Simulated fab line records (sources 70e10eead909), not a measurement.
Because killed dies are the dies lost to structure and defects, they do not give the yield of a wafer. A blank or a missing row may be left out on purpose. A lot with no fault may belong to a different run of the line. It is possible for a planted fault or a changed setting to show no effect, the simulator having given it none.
fab line records | flow nandHarc
record: lots: 6 wafers: 18 lastDay: 34
route steps=1302 shown A_CHANNEL_HOLE_D1@464
lots that met no fault: taken from a fault-free run of the same line
startH: the number of hours between the record's first day and the start of the first shown wafer of the lot | waitH: time in hours since the lot's previous step | " as in the row above | L1.1+2: a row that stands for several wafers | - either no value or no given start | * or withheld: withheld | < > ~ a bound
route shown NAME@n: names a module that has steps shown in the file, with the first one's number in the route | usual: the fault-free wafers' mean and standard deviation | same: alike in all rows | chamber/n: place in a boat | sites: each site's reading | _std_site: how widely they spread, as a standard deviation | _edge_site: mean of outer sites minus mean of inner sites | radiusMm: how far each site lies from the wafer's centre | mask NAME#n: copy n | behind: the last tool/chamber to shape the wafer | hold: why the lot went on hold/how many hours it stayed there/how the hold came to an end | device: the n, p or np transistor that did not switch | end of line: the tests these same wafers got at the end of their route | a step without rows: its recipe alone | killed: at the first sort, the dies lost to defects and structure; wafer yield is something else | map: dies across one wafer; x = killed, . = not, _ = none there
set.NAME: the setting the step ran with; set.NAME@STEP: the setting that earlier step ran with | model.NAME: the simulator's own value behind a step, which no gauge read
lots at selected steps of the route; one table per step, one row per wafer
services: the hour from which a tool's chamber was out of use, counted from the record's first day as startH (under 0 if before that day), plus the number of hours and why
== steps ==
step: NHARC_A_CHANNEL_HOLE_D1_INSPECT_12
usual: rawDefectCount: 5.5/2.8
columns lot.wafer tool chamber startH waitH rawDefectCount
L302.3 defectInspect-01 - 285.26 0.0 2
L302.5 " - " " 4
L302.6 " - " " 2
L309.1 defectInspect-01 - 343.52 0.0 4
L309.3 " - " " 2
L309.6 " - " " 7
L310.1 defectInspect-02 - 355.59 0.0 10
L310.3 " - " " 4
L310.4 " - " " 4
L311.1 defectInspect-01 - 388.04 11.3 4
L311.2 " - " " 4
L311.3 " - " " 4
L312.1 defectInspect-01 - 388.10 7.6 9
L312.5 " - " " 19
L312.6 " - " " 6
L315.1 defectInspect-01 - 424.58 0.0 6
L315.2 " - " " 4
L315.4 " - " " 6
step: NHARC_A_CHANNEL_HOLE_D1_DESCUM_15
recipe: timeS: 3 o2FlowSccm: 200 arFlowSccm: 0 biasPowerW: 0 chemistry: O2
usual: drypumpMotorCurrentA: 5.9/0.3 o2FlowSccm: 200.2/0.71 oesProductAu: 1.003/0.012 rfVppV: 57.8/0.87 showerheadPlenumPTorr: 1.88/0.056 throttleValvePct: 11.310/0.0091
columns lot.wafer tool chamber startH waitH drypumpMotorCurrentA o2FlowSccm oesProductAu rfHoursCounterH rfVppV showerheadPlenumPTorr throttleValvePct
L302.3 rieDiel-11 0 285.32 0.1 6.1 200.5 1.013 2 56.8 1.83 11.306
L302.5 " 0 " " 6.1 201.4 1.032 - 58.7 1.83 11.300
L302.6 " 1 " " 5.9 200.5 1.005 - 56.8 1.88 11.314
L309.1 rieDiel-01 2 343.58 0.1 6.6 199.2 1.010 42 58.6 1.97 11.310
L309.3 " 3 " " 6.0 199.7 1.003 45 57.5 1.82 11.307
L309.6 " 3 " " 5.9 200.3 0.998 - 57.4 1.82 11.304
L310.4 rieDiel-11 2 355.65 0.1 5.6 200.8 1.006 9 57.3 1.88 11.325
L310.1 " 0 " " 6.0 199.6 1.009 8 56.3 1.82 11.315
L310.3 " 1 " " 5.9 202.0 0.989 8 58.8 1.87 11.301
L311.1 rieDiel-11 1 388.10 0.1 5.9 199.9 0.981 9 56.0 1.87 11.314
L311.3 " 2 " " 5.6 200.8 1.004 10 55.9 1.87 11.303
L311.2 " 0 " " 6.0 199.5 1.009 10 57.4 1.82 11.314
L312.1 rieDiel-11 3 388.19 0.1 5.7 200.9 1.000 10 57.7 1.88 11.309
L312.5 " 1 " " 6.0 199.7 1.002 - 58.1 1.87 11.326
L312.6 " 2 " " 5.6 199.6 1.009 - 58.3 1.87 11.322
L315.4 rieDiel-11 3 424.65 0.1 5.7 200.4 1.014 14 58.3 1.88 11.305
L315.1 " 1 " " 6.0 199.0 0.988 13 57.3 1.87 11.295
L315.2 " 2 " " 5.7 199.3 1.014 14 58.8 1.87 11.314
step: NHARC_A_CHANNEL_HOLE_D1_ETCH_38
recipe: targetDepthA: 390 overEtchFrac: 0.3 timeS: 65 ionEnergyEv: 80 cf4FlowSccm: 150 arFlowSccm: 0 rfW: 300 biasW: 100 chemistry: CF4
usual: biasW: 100.0/0.31 cf4FlowSccm: 150.0/0.48 drypumpMotorCurrentA: 5.9/0.31 oesProductAu: 1.003/0.012 rfVppV: 151.0/1.1 showerheadPlenumPTorr: 1.75/0.05 throttleValvePct: 13.284/0.0081
columns lot.wafer tool chamber startH waitH biasW cf4FlowSccm drypumpMotorCurrentA oesProductAu rfHoursCounterH rfVppV showerheadPlenumPTorr throttleValvePct
L302.3 rieDiel-11 0 285.42 0.1 100.4 150.0 6.1 1.017 2 148.8 1.69 13.295
L302.5 " 1 " " 99.9 149.8 5.9 0.996 - 150.7 1.74 13.293
L302.6 " 2 " " 100.1 150.6 5.7 1.005 - 151.7 1.74 13.291
L309.3 rieDiel-01 2 343.68 0.1 100.7 150.0 6.6 0.998 42 151.4 1.82 13.279
L309.1 " 0 " " 99.7 150.0 5.2 1.007 41 152.4 1.90 13.291
L309.6 " 2 " " 100.2 149.8 6.6 1.003 - 151.9 1.82 13.276
L310.3 rieDiel-11 2 355.74 0.1 99.7 149.9 5.7 1.000 9 151.0 1.74 13.290
L310.4 " 3 " " 99.9 149.5 5.7 1.013 8 150.0 1.74 13.287
L310.1 " 0 " " 100.1 150.5 6.0 1.004 8 150.7 1.69 13.293
L311.3 rieDiel-11 0 388.23 0.1 99.7 150.5 6.0 1.010 10 148.5 1.69 13.289
L311.2 " 1 " " 100.3 149.9 6.0 0.989 9 149.6 1.73 13.285
L311.1 " 2 " " 99.4 150.2 5.6 0.998 10 148.6 1.73 13.286
L312.1 rieDiel-11 3 388.28 0.1 99.7 150.2 5.7 0.996 10 150.4 1.74 13.286
L312.6 " 1 " " 100.1 149.7 5.9 0.999 - 152.7 1.74 13.290
L312.5 " 2 " " 100.4 150.8 5.7 1.011 - 150.7 1.74 13.284
L315.2 rieDiel-11 0 424.73 0.1 99.7 149.6 6.0 1.014 14 149.2 1.69 13.284
L315.4 " 1 " " 99.9 149.8 5.9 0.991 13 149.8 1.73 13.288
L315.1 " 3 " " 99.9 150.2 5.7 1.007 14 150.1 1.74 13.268
step: NHARC_A_CHANNEL_HOLE_D1_ETCH_39
recipe: targetDepthA: 2600 overEtchFrac: 0.3 timeS: 325 ionEnergyEv: 200 n2FlowSccm: 150 h2FlowSccm: 150 arFlowSccm: 0 rfW: 400 biasW: 150 chemistry: N2/H2
usual: biasW: 150.0/0.44 chamberPressureMTorr: 30.00/0.03 drypumpMotorCurrentA: 5.9/0.32 oesProductAu: 1.003/0.011 rfVppV: 429.7/2 showerheadPlenumPTorr: 2.01/0.063 throttleValvePct: 14.171/0.0086
columns lot.wafer tool chamber startH waitH biasW chamberPressureMTorr drypumpMotorCurrentA oesProductAu rfHoursCounterH rfVppV showerheadPlenumPTorr throttleValvePct
L302.3 rieDiel-11 1 - - 149.9 30.00 5.9 1.004 2 430.4 2.00 14.178
L302.5 " 0 " " 150.2 30.00 6.0 1.012 - 428.1 1.94 14.177
L302.6 " 1 " " 150.2 29.99 5.9 0.993 - 428.8 2.00 14.164
L309.1 rieDiel-01 1 - - 149.8 29.99 5.2 1.002 38 432.1 2.10 14.168
L309.3 " 3 " " 149.9 29.98 5.9 1.015 45 427.3 1.94 14.167
L309.6 " 2 " " 149.6 30.03 6.6 1.009 - 431.6 2.10 14.166
L310.4 rieDiel-11 3 - - 150.5 30.02 5.7 1.005 8 428.3 2.00 14.173
L310.3 " 1 " " 149.9 30.03 5.9 0.980 9 429.0 2.00 14.180
L310.1 " 2 " " 149.7 30.08 5.7 1.002 9 428.8 2.00 14.163
L311.3 rieDiel-11 3 - - 149.8 30.02 5.7 1.012 10 428.7 2.00 14.159
L311.1 " 0 " " 150.3 30.00 6.1 1.009 10 428.3 1.94 14.173
L311.2 " 1 " " 150.2 29.98 6.0 0.995 10 429.1 2.00 14.180
L312.1 rieDiel-11 2 - - 149.8 30.02 5.6 1.002 11 429.4 2.00 14.170
L312.5 " 1 " " 149.7 30.00 6.0 0.989 - 430.1 2.00 14.172
L312.6 " 2 " " 150.1 29.99 5.6 1.011 - 430.3 2.00 14.185
L315.2 rieDiel-11 2 - - 150.0 29.99 5.7 1.007 14 430.0 2.00 14.173
L315.4 " 0 " " 150.8 29.97 6.0 1.002 14 426.8 1.94 14.173
L315.1 " 1 " " 149.9 30.03 6.0 0.989 13 428.5 2.00 14.175
step: NHARC_A_CHANNEL_HOLE_D1_ETCH_34
recipe: targetDepthA: 1540 timeS: 77 cf4FlowSccm: 100 chf3FlowSccm: 30 arFlowSccm: 0 rfW: 500 biasW: 200 chemistry: CF4/CHF3
step: NHARC_A_CHANNEL_HOLE_D1_ETCH_16
recipe: targetDepthA: 31000 overEtchFrac: 0.3 timeS: 806 ionEnergyEv: 150 o2FlowSccm: 400 cosFlowSccm: 20 arFlowSccm: 0 rfW: 500 biasW: 300 chemistry: O2/COS
step: NHARC_A_CHANNEL_HOLE_D1_CD_MEAS_18
usual: cdNm: 98.8/2.1
columns lot.wafer tool chamber startH waitH cdNm
L302.3 cdSem-01 - 286.43 - 97.6
L302.5 " - " " 101.3
L302.6 " - " " 98.2
L309.1 cdSem-01 - 344.69 - 102.4
L309.3 " - " " 102.8
L309.6 " - " " 99.9
L310.1 cdSem-03 - 356.76 - 99.7
L310.3 " - " " 99.9
L310.4 " - " " 95.8
L311.1 cdSem-02 - 389.29 - 99.0
L311.2 " - " " 93.6
L311.3 " - " " 96.3
L312.1 cdSem-03 - 389.74 - 100.9
L312.5 " - " " 99.1
L312.6 " - " " 99.4
L315.1 cdSem-01 - 425.76 - 98.7
L315.2 " - " " 97.2
L315.4 " - " " 98.0
step: NHARC_A_CHANNEL_HOLE_D1_ETCH_19
recipe: biasV: 1200 sourceW: 2500 pressureMtorr: 15 timeS: 34.5 arFlowSccm: 375 c4f8FlowSccm: 28.8 o2FlowSccm: 96.2 tempC: -20 targetDepthA: * chemistry: C4F8/O2/Ar
step: NHARC_A_CHANNEL_HOLE_D1_ETCH_20
recipe: biasV: 3000 sourceW: withheld pressureMtorr: 20 timeS: 361.9 arFlowSccm: 375 c4f8FlowSccm: 89.3 o2FlowSccm: 35.7 tempC: -20 targetDepthA: 16000 chemistry: C4F8/O2/Ar
usual: c4f8FlowSccm: 89.30/0.28 chamberPressureMTorr: 19.997/0.018 drypumpMotorCurrentA: 5.8/0.41 o2FlowSccm: 35.68/0.11 showerheadPlenumPTorr: 3.69/0.094 throttleValvePct: 32.153/0.0091
columns lot.wafer tool chamber startH waitH c4f8FlowSccm chamberPressureMTorr drypumpMotorCurrentA o2FlowSccm rfHoursCounterH showerheadPlenumPTorr throttleValvePct
L302.3 harEtch-02 0 286.72 0.2 89.34 19.993 6.2 35.75 - 3.53 32.152
L302.6 " 0 " " 88.88 19.982 6.3 35.78 - 3.53 32.151
L302.5 " 1 " " 89.59 20.002 5.1 35.61 - 3.74 32.164
L309.1 harEtch-01 1 344.88 0.1 89.62 19.983 5.9 35.69 175 3.68 32.159
L309.3 " 0 " " 88.85 19.979 5.9 35.65 - 3.67 32.142
L309.6 " 0 " " 88.94 19.981 5.9 35.62 - 3.67 32.146
L310.1 harEtch-01 1 357.90 0.1 89.23 20.005 5.9 35.60 187 3.68 32.149
L310.4 " 1 " " 89.27 19.970 5.9 35.68 - 3.68 32.159
L310.3 " 0 " " 89.26 20.011 5.9 35.76 - 3.66 32.160
L311.1 harEtch-01 1 389.48 0.1 89.37 19.994 5.9 35.59 198 3.67 32.152
L311.2 " 0 " " 89.32 20.001 5.9 35.57 198 3.66 32.155
L311.3 " 0 " " 89.29 20.000 5.9 35.51 - 3.66 32.168
L312.1 harEtch-02 0 394.78 0.1 89.28 20.016 6.2 35.79 0 3.93 32.136
L312.5 " 0 " " 89.47 20.001 6.2 35.93 - 3.93 32.148
L312.6 " 1 " " 89.80 20.038 5.1 35.61 - 3.71 32.151
L315.1 harEtch-02 1 425.95 0.1 89.08 20.006 5.1 35.72 19 3.70 32.136
L315.2 " 0 " " 89.22 19.976 6.2 35.60 19 3.92 32.165
L315.4 " 0 " " 89.02 19.993 6.2 35.68 - 3.92 32.140
step: NHARC_A_CHANNEL_HOLE_D1_ETCH_21
recipe: biasV: 3000 sourceW: withheld pressureMtorr: 20 timeS: 514.3 arFlowSccm: 375 c4f8FlowSccm: 89.3 o2FlowSccm: 35.7 tempC: -20 targetDepthA: 16000 chemistry: C4F8/O2/Ar
step: NHARC_A_CHANNEL_HOLE_D1_ETCH_22
recipe: biasV: 3000 sourceW: withheld pressureMtorr: 20 timeS: 666.7 arFlowSccm: 375 c4f8FlowSccm: 89.3 o2FlowSccm: 35.7 tempC: -20 targetDepthA: 16000 chemistry: C4F8/O2/Ar
step: NHARC_A_CHANNEL_HOLE_D1_ETCH_23
recipe: biasV: 5000 sourceW: withheld pressureMtorr: 20 timeS: 819 arFlowSccm: 375 c4f8FlowSccm: 89.3 o2FlowSccm: 35.7 tempC: -20 targetDepthA: 16000 chemistry: C4F8/O2/Ar
usual: c4f8FlowSccm: 89.26/0.26 chamberPressureMTorr: 20.001/0.017 drypumpMotorCurrentA: 5.8/0.41 o2FlowSccm: 35.68/0.12 showerheadPlenumPTorr: 3.69/0.094 throttleValvePct: 32.156/0.0088
columns lot.wafer tool chamber startH waitH c4f8FlowSccm chamberPressureMTorr drypumpMotorCurrentA o2FlowSccm rfHoursCounterH showerheadPlenumPTorr throttleValvePct
L302.3 harEtch-02 0 288.18 0.5 89.15 19.978 6.2 35.57 - 3.53 32.163
L302.6 " 0 " " 89.43 20.013 6.2 35.44 - 3.53 32.154
L302.5 " 1 " " 89.70 19.989 5.1 35.70 - 3.74 32.146
L309.1 harEtch-01 1 346.21 0.5 89.04 20.021 5.9 35.49 177 3.68 32.160
L309.3 " 0 " " 89.36 20.003 5.9 35.81 - 3.67 32.171
L309.6 " 0 " " 89.44 20.018 5.9 35.79 - 3.67 32.154
L310.1 harEtch-01 1 359.22 0.5 89.09 20.006 5.9 35.80 188 3.68 32.161
L310.4 " 1 " " 88.93 19.986 5.9 35.64 - 3.68 32.147
L310.3 " 0 " " 89.21 20.015 5.9 35.82 - 3.66 32.165
L311.1 harEtch-01 1 390.80 0.5 88.88 20.023 5.9 35.67 200 3.67 32.149
L311.2 " 0 " " 89.19 20.019 5.9 35.62 200 3.66 32.168
L311.3 " 0 " " 89.60 19.984 5.9 35.66 - 3.66 32.169
L312.1 harEtch-02 0 396.10 0.5 89.17 20.015 6.3 35.79 1 3.93 32.159
L312.5 " 0 " " 88.92 20.008 6.3 35.53 - 3.93 32.155
L312.6 " 1 " " 89.77 19.990 5.1 35.58 - 3.71 32.147
L315.1 harEtch-02 1 427.28 0.5 89.85 19.991 5.1 35.49 20 3.70 32.155
L315.2 " 0 " " 89.46 20.034 6.3 35.77 20 3.92 32.157
L315.4 " 0 " " 89.20 20.010 6.2 35.77 - 3.92 32.145
step: NHARC_A_CHANNEL_HOLE_D1_ETCH_24
recipe: biasV: 5000 sourceW: withheld pressureMtorr: 20 timeS: 906.2 arFlowSccm: 375 c4f8FlowSccm: 93.8 o2FlowSccm: 31.2 tempC: -20 targetDepthA: 15000 chemistry: C4F8/O2/Ar
usual: c4f8FlowSccm: 93.83/0.29 chamberPressureMTorr: 20.000/0.02 drypumpMotorCurrentA: 5.8/0.41 o2FlowSccm: 31.21/0.093 showerheadPlenumPTorr: 3.68/0.093 throttleValvePct: 32.236/0.01
columns lot.wafer tool chamber startH waitH c4f8FlowSccm chamberPressureMTorr drypumpMotorCurrentA o2FlowSccm rfHoursCounterH showerheadPlenumPTorr throttleValvePct
L302.3 harEtch-02 0 288.89 0.6 94.25 20.002 6.2 31.13 - 3.53 32.227
L302.6 " 0 " " 93.75 19.994 6.3 31.01 - 3.53 32.230
L302.5 " 1 " " 93.25 20.016 5.1 31.16 - 3.73 32.243
L309.1 harEtch-01 1 346.91 0.6 93.95 20.017 5.9 31.20 177 3.68 32.225
L309.3 " 0 " " 93.80 19.988 5.9 31.29 - 3.67 32.235
L309.6 " 0 " " 94.08 19.956 5.9 31.21 - 3.66 32.233
L310.1 harEtch-01 1 359.93 0.6 - - - - - - -
L310.4 " 1 " " - - - - - - -
L310.3 " 0 " " - - - - - - -
L311.1 harEtch-01 1 391.48 0.6 - - - - - - -
L311.2 " 0 " " - - - - - - -
L311.3 " 0 " " - - - - - - -
L312.1 harEtch-02 0 396.79 0.6 93.34 19.995 6.2 31.31 2 3.93 32.225
L312.5 " 0 " " 93.86 19.975 6.2 31.22 - 3.93 32.213
L312.6 " 1 " " 94.08 19.984 5.1 31.06 - 3.70 32.249
L315.1 harEtch-02 1 427.98 0.6 94.26 19.994 5.1 31.25 21 3.69 32.237
L315.2 " 0 " " 93.98 20.002 6.2 31.22 21 3.92 32.242
L315.4 " 0 " " 93.64 19.972 6.2 31.15 - 3.92 32.239
step: NHARC_A_CHANNEL_HOLE_D1_ETCH_25
recipe: biasV: 5000 sourceW: withheld pressureMtorr: 20 timeS: 1040.2 arFlowSccm: 375 c4f8FlowSccm: 93.8 o2FlowSccm: 31.2 tempC: -20 targetDepthA: 15000 chemistry: C4F8/O2/Ar
step: NHARC_A_CHANNEL_HOLE_D1_ETCH_26
recipe: biasV: 300 sourceW: 2000 pressureMtorr: 30 timeS: 224.1 arFlowSccm: 375 c4f8FlowSccm: 11.4 o2FlowSccm: 113.6 tempC: -20 targetDepthA: 3000 chemistry: C4F8/O2/Ar
step: NHARC_A_CHANNEL_HOLE_D1_ETCH_33
recipe: biasV: 400 sourceW: 2000 pressureMtorr: 25 timeS: 90 arFlowSccm: 375 c4f8FlowSccm: 41.7 o2FlowSccm: 83.3 tempC: -20 targetDepthA: 4000 chemistry: C4F8/O2/Ar
step: NHARC_A_CHANNEL_HOLE_D1_STRIP_41
recipe: n2FlowSccm: 150 h2FlowSccm: 150 arFlowSccm: 0 biasW: 0 chemistry: N2/H2
step: NHARC_A_CHANNEL_HOLE_D1_STRIP_42
recipe: cf4FlowSccm: 100 chf3FlowSccm: 30 arFlowSccm: 0 biasW: 0 chemistry: CF4/CHF3
step: NHARC_A_CHANNEL_HOLE_D1_STRIP_43
recipe: o2FlowSccm: 400 cosFlowSccm: 20 arFlowSccm: 0 biasW: 0 chemistry: O2/COS
step: NHARC_A_CHANNEL_HOLE_D1_ETCH_44
recipe: targetDepthA: 1400 overetchA: 140 timeS: 77 ionEnergyEv: 100 cf4FlowSccm: 80 o2FlowSccm: 20 arFlowSccm: 0 rfW: 300 biasW: 100 chemistry: CF4/O2
usual: biasW: 100.0/0.3 cf4FlowSccm: 79.98/0.25 drypumpMotorCurrentA: 5.9/0.33 o2FlowSccm: 20.00/0.062 oesProductAu: 1.006/0.011 rfVppV: 197.4/1.3 showerheadPlenumPTorr: 1.32/0.046 throttleValvePct: 13.399/0.0095
columns lot.wafer tool chamber startH waitH biasW cf4FlowSccm drypumpMotorCurrentA o2FlowSccm oesProductAu rfHoursCounterH rfVppV showerheadPlenumPTorr throttleValvePct model.A_CHANNEL_HOLE_D1.cdNm
L302.3 rieDiel-09 3 291.22 0.1 100.1 79.89 5.7 20.02 0.999 44 199.4 1.40 13.412 92.85
L302.6 " 3 " " 100.1 80.48 5.7 20.02 0.992 - 199.0 1.40 13.397 92.36
L302.5 " 0 " " 100.1 79.55 6.2 20.10 0.989 - 194.5 1.26 13.393 89.26
L309.3 rieDiel-01 3 349.49 0.1 99.8 80.09 5.9 20.02 1.015 46 195.7 1.27 13.403 88.62
L309.1 " 0 " " 100.3 80.23 5.3 20.03 1.009 42 201.0 1.44 13.403 90.92
L309.6 " 3 " " 99.5 80.38 5.9 20.01 0.996 - 197.0 1.27 13.414 88.94
L310.1 rieDiel-09 3 362.71 0.1 100.2 79.81 5.7 19.96 1.003 9 200.5 1.40 13.398 99.62
L310.4 " 0 " " 100.2 80.08 6.2 20.09 0.993 11 196.2 1.26 13.400 95.94
L310.3 " 2 " " 99.8 79.28 5.8 19.91 1.013 11 197.1 1.34 13.392 99.78
L311.2 rieDiel-11 3 394.10 0.1 100.4 80.16 5.7 19.86 1.000 11 198.7 1.31 13.395 94
L311.3 " 0 " " 100.3 80.14 6.0 19.95 1.010 11 196.9 1.27 13.399 96.51
L311.1 " 1 " " 99.6 80.04 5.9 19.97 0.991 10 197.6 1.31 13.418 2.167
L312.1 rieDiel-11 1 399.40 0.1 100.3 80.29 6.0 20.08 1.001 11 196.9 1.31 13.402 92.01
L312.5 " 1 " " 100.5 80.28 5.9 20.08 1.006 - 196.4 1.31 13.403 90.8
L312.6 " 2 " " 100.4 79.73 5.7 20.00 1.021 - 198.3 1.31 13.412 89.63
L315.2 rieDiel-11 3 430.58 0.1 100.4 79.66 5.7 20.07 1.002 15 197.3 1.31 13.415 92.38
L315.4 " 0 " " 100.0 79.99 6.0 20.06 1.014 14 196.0 1.27 13.401 90.14
L315.1 " 2 " " 100.0 79.96 5.6 20.08 1.014 14 197.4 1.31 13.421 90.56
step: NHARC_A_CHANNEL_HOLE_D1_STRIP_27
recipe: o2FlowSccm: 500 arFlowSccm: 0 biasW: 0 chemistry: O2
step: NHARC_A_CHANNEL_HOLE_D1_PRECLEAN_28
recipe: timeS: * tempC: 50 bathAgeMin: 0 chemistry: SC1
step: NHARC_A_CHANNEL_HOLE_D1_SRD_29
step: NHARC_A_CHANNEL_HOLE_D1_CD_MEAS_30
usual: cdNm: 90.3/1.3
columns lot.wafer tool chamber startH waitH cdNm
L302.3 cdSem-01 - 292.03 - 92.8
L302.5 " - " " 89.1
L302.6 " - " " 92.5
L309.1 cdSem-01 - 350.28 - 90.7
L309.3 " - " " 87.5
L309.6 " - " " 89.1
L310.1 cdSem-02 - 363.56 - 1.0
L310.3 " - " " -0.4
L310.4 " - " " -0.5
L311.1 cdSem-03 - 394.90 - 1.4
L311.2 " - " " 0.2
L311.3 " - " " -0.4
L312.1 cdSem-02 - 400.19 - 91.7
L312.5 " - " " 90.7
L312.6 " - " " 89.4
L315.1 cdSem-02 - 431.37 - 90.2
L315.2 " - " " 92.5
L315.4 " - " " 89.8
step: NHARC_A_CHANNEL_HOLE_D1_XSEM_31
recipe: landingEnergyEv: 35000
usual: botCdNm: 74.7/1.4 bowNm: 8.6/0.31 tiltDeg: 0.06/0.041
columns lot.wafer tool chamber startH waitH botCdNm bowNm tiltDeg
L302.3 xsem-02 0 292.13 0.1 76.2 8.3 0.12
L302.5 " 0 " " 72.6 8.3 0.12
L302.6 " 0 " " 76.5 8.2 0.13
L309.1 xsem-02 0 350.37 0.1 75.6 8.3 0.05
L309.3 " 0 " " 72.9 8.2 0.06
L309.6 " 0 " " 75.0 8.3 0.06
L310.1 xsem-02 0 363.65 0.1 1.3 0.7 0.11
L310.3 " 0 " " 0.2 0.7 0.11
L310.4 " 0 " " 0.0 0.7 0.11
L311.1 xsem-01 0 394.98 0.1 1.4 1.1 0.05
L311.2 " 0 " " 0.4 1.0 0.05
L311.3 " 0 " " 0.0 1.1 0.05
L312.1 xsem-02 0 400.28 0.1 76.9 8.6 -0.02
L312.5 " 0 " " 76.1 8.6 -0.02
L312.6 " 0 " " 75.6 8.5 -0.02
L315.1 xsem-01 0 431.46 0.1 73.0 8.8 0.01
L315.2 " 0 " " 76.0 8.7 0.01
L315.4 " 0 " " 73.0 8.7 0.01
step: NHARC_A_CHANNEL_HOLE_D1_INSPECT_40
usual: rawDefectCount: 70/25
columns lot.wafer tool chamber startH waitH rawDefectCount
L302.3 defectInspect-01 - 292.22 - 90
L302.5 " - " " 83
L302.6 " - " " 92
L309.1 defectInspect-01 - 350.47 - 61
L309.3 " - " " 34
L309.6 " - " " 56
L310.1 defectInspect-01 - 363.75 - 55
L310.3 " - " " 58
L310.4 " - " " 47
L311.1 defectInspect-01 - 395.08 - 76
L311.2 " - " " 52
L311.3 " - " " 87
L312.1 defectInspect-01 - 400.38 - 88
L312.5 " - " " 65
L312.6 " - " " 48
L315.1 defectInspect-02 - 431.56 - 40
L315.2 " - " " 33
L315.4 " - " " 38
== services ==
columns tool chamber startH hours kind
rieDiel-11 0 264.50 - clean
rieDiel-11 1 264.50 - clean
rieDiel-11 2 264.50 - clean
rieDiel-11 3 264.50 - clean
rieDiel-11 0 289.00 - clean
rieDiel-11 1 289.00 - clean
rieDiel-11 2 289.00 - clean
rieDiel-11 3 289.00 - clean
rieDiel-01 0 294.04 5.4 repair
rieDiel-01 1 295.77 7.2 repair
rieDiel-01 2 312.86 10.5 repair
rieDiel-11 0 313.50 - clean
rieDiel-11 1 313.50 - clean
rieDiel-09 - 321.49 9.0 pm
rieDiel-11 1 358.73 6.7 repair
rieDiel-01 2 361.11 8.2 repair
xsem-01 - 374.00 14.0 pm
rieDiel-09 0 374.58 1.4 repair
harEtch-02 - 377.67 17.0 pm
rieDiel-01 - 380.98 9.0 pm
rieDiel-11 - 407.45 0.3 repair
rieDiel-01 3 409.01 15.4 repair
rieDiel-01 2 411.48 2.7 repair
rieDiel-11 2 419.31 3.0 repair
== key ==
firstSign: step: NHARC_A_CHANNEL_HOLE_D1_ETCH_24 reading: toolRecord direction: missing
effect: step: NHARC_A_CHANNEL_HOLE_D1_CD_MEAS_30 reading: cdNm direction: down sigmas: 69 usual: 90.3 struck: 0.2
effect: step: NHARC_A_CHANNEL_HOLE_D1_XSEM_31 reading: botCdNm direction: down sigmas: 53 usual: 74.7 struck: 0.5
modelEffect: step: NHARC_A_CHANNEL_HOLE_D1_ETCH_44 value: A_CHANNEL_HOLE_D1.cdNm without: 90.03 struck: 81.33
metAt NHARC_A_CHANNEL_HOLE_D1_ETCH_24
struckWafers L310.1,L310.3,L310.4,L311.1,L311.2,L311.3
laterRowsLeftOut L310.1,L310.3,L310.4,L311.1,L311.2,L311.3
sortLeftOut L310.1,L310.3,L310.4,L311.1,L311.2,L311.3
testerLeftOut L310,L311
onsetBetween 346.91 359.93
fault: kind: skippedStepWhole tool: harEtch-01 chamber: - onsetH: 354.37 steps: NHARC_A_CHANNEL_HOLE_D1_ETCH_24 scope: struckLotsOnly
testerLeftOut: of these lots the tester's yield and bins aren't shown, on N5 and GAA mostly nor the transistor test; their killed dies are dies lost to structure and defects alone, not to doping, threshold or leakage, so they don't give the yield
sortLeftOut: the simulated sort isn't trusted on such a fault, so these wafers' sort isn't shown, and their yield isn't known
laterRowsLeftOut: the simulator's readings of these wafers behind a module that went badly wrong aren't trusted and aren't shown, but for the sort
